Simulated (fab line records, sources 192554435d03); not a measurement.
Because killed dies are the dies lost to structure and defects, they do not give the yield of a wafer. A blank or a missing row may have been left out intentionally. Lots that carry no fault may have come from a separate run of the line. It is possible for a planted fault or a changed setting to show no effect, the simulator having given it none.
Split-lot experiment / flow n5_finfet / route with 1938 steps; 7 lots, 21 wafers read

## ABOUT THE SPLIT
At N5_BEOL_M0_ETCH_109 (etches SiCN in CH3F/O2, target depth 8 nm, overetch 2.4 nm, time 27.4 s), the setting bias_w was moved away from the recipe's 75 W on 7 of the 21 wafers read, by -6.1% to +14.4%. For the rest of the wafers, this setting stayed at what the recipe calls for.

The reading is taken at the split's own step.

## THE READING
rf_vpp_V, in V, at N5_BEOL_M0_ETCH_109 (etches SiCN in CH3F/O2, target depth 8 nm, overetch 2.4 nm, time 27.4 s). Fault-free wafers of this fab line usually give 297.8 V, standard deviation 1.1 V.

wafer=L078.1; tool, chamber at the split=rie_diel-06, 2; bias_w as run, W=85.79; against the recipe=+14.4%; rf_vpp_V, V=323.0; against lot-mates on the recipe=+26.5
wafer=L078.2; tool, chamber at the split=rie_diel-06, 0; bias_w as run, W=75; against the recipe=recipe; rf_vpp_V, V=296.5; against lot-mates on the recipe=-
wafer=L078.5; tool, chamber at the split=rie_diel-06, 2; bias_w as run, W=85.79; against the recipe=+14.4%; rf_vpp_V, V=324.9; against lot-mates on the recipe=+28.4
wafer=L083.1; tool, chamber at the split=rie_diel-06, 2; bias_w as run, W=75; against the recipe=recipe; rf_vpp_V, V=297.6; against lot-mates on the recipe=-
wafer=L083.4; tool, chamber at the split=rie_diel-06, 3; bias_w as run, W=75; against the recipe=recipe; rf_vpp_V, V=297.4; against lot-mates on the recipe=-
wafer=L083.6; tool, chamber at the split=rie_diel-06, 3; bias_w as run, W=75; against the recipe=recipe; rf_vpp_V, V=299.6; against lot-mates on the recipe=-
wafer=L084.1; tool, chamber at the split=rie_diel-02, 1; bias_w as run, W=75; against the recipe=recipe; rf_vpp_V, V=296.5; against lot-mates on the recipe=-
wafer=L084.3; tool, chamber at the split=rie_diel-02, 3; bias_w as run, W=75; against the recipe=recipe; rf_vpp_V, V=297.1; against lot-mates on the recipe=-
wafer=L084.6; tool, chamber at the split=rie_diel-02, 1; bias_w as run, W=70.41; against the recipe=-6.1%; rf_vpp_V, V=285.2; against lot-mates on the recipe=-11.6
wafer=L085.4; tool, chamber at the split=rie_diel-06, 1; bias_w as run, W=75; against the recipe=recipe; rf_vpp_V, V=297.8; against lot-mates on the recipe=-
wafer=L085.5; tool, chamber at the split=rie_diel-06, 1; bias_w as run, W=75; against the recipe=recipe; rf_vpp_V, V=297.7; against lot-mates on the recipe=-
wafer=L085.6; tool, chamber at the split=rie_diel-06, 0; bias_w as run, W=75; against the recipe=recipe; rf_vpp_V, V=297.0; against lot-mates on the recipe=-
wafer=L093.1; tool, chamber at the split=rie_diel-02, 3; bias_w as run, W=75; against the recipe=recipe; rf_vpp_V, V=297.8; against lot-mates on the recipe=-
wafer=L093.4; tool, chamber at the split=rie_diel-02, 1; bias_w as run, W=75; against the recipe=recipe; rf_vpp_V, V=297.7; against lot-mates on the recipe=-
wafer=L093.5; tool, chamber at the split=rie_diel-02, 3; bias_w as run, W=75; against the recipe=recipe; rf_vpp_V, V=297.0; against lot-mates on the recipe=-
wafer=L094.1; tool, chamber at the split=rie_diel-05, 0; bias_w as run, W=79.36; against the recipe=+5.8%; rf_vpp_V, V=308.2; against lot-mates on the recipe=+9.0
wafer=L094.2; tool, chamber at the split=rie_diel-05, 1; bias_w as run, W=75; against the recipe=recipe; rf_vpp_V, V=299.2; against lot-mates on the recipe=-
wafer=L094.3; tool, chamber at the split=rie_diel-05, 2; bias_w as run, W=79.36; against the recipe=+5.8%; rf_vpp_V, V=311.0; against lot-mates on the recipe=+11.8
wafer=L097.2; tool, chamber at the split=rie_diel-06, 1; bias_w as run, W=82.76; against the recipe=+10.3%; rf_vpp_V, V=316.6; against lot-mates on the recipe=+18.3
wafer=L097.3; tool, chamber at the split=rie_diel-06, 3; bias_w as run, W=82.76; against the recipe=+10.3%; rf_vpp_V, V=315.8; against lot-mates on the recipe=+17.5
wafer=L097.4; tool, chamber at the split=rie_diel-06, 2; bias_w as run, W=75; against the recipe=recipe; rf_vpp_V, V=298.3; against lot-mates on the recipe=-

THE FIT
A straight line over all 21 wafers: rf_vpp_V changes by +1.85 V for each +1% of bias_w; r = +0.99; the points scatter about the line by 1.1 V.
The same after taking each lot's own level away (the mean of its wafers on the recipe; 21 wafers): +1.85 V for each +1%; r = +1.00; scatter 0.88 V.
The reading moves by 27 V for the largest change in bias_w, on that fit.
From 296.50 to 299.20 V: that is the span of the lots' own levels, equal to 2.5 times the standard deviation above.
Consequently the slope shifts little with the lot-to-lot level, the two slopes agreeing.
Check: with one of the wafers moved furthest among these (+14.4%) left out of the fit, the line predicts +26.6 V for it against its lot-mates. Against them it came out at +26.5 V.
Tool readings at the split's step, against how far the setting was moved: rf_vpp_V r = +0.99.

## OTHER SPLITS APPLIED TO THESE WAFERS
Before the reading, these wafers also passed through other splits. Each is held against what the fit with the lots' levels taken away leaves over:
other split on the same wafers=N5_BEOL_M0_SAQP_PECVD_04 time_s; wafers away from the commonest value=5; r with rf_vpp_V (lot level and that fit taken away)=+0.36

## THE FILE'S OWN FIT
rf_vpp_V changes by +1.85 V for each +1% of bias_w, r = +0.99.
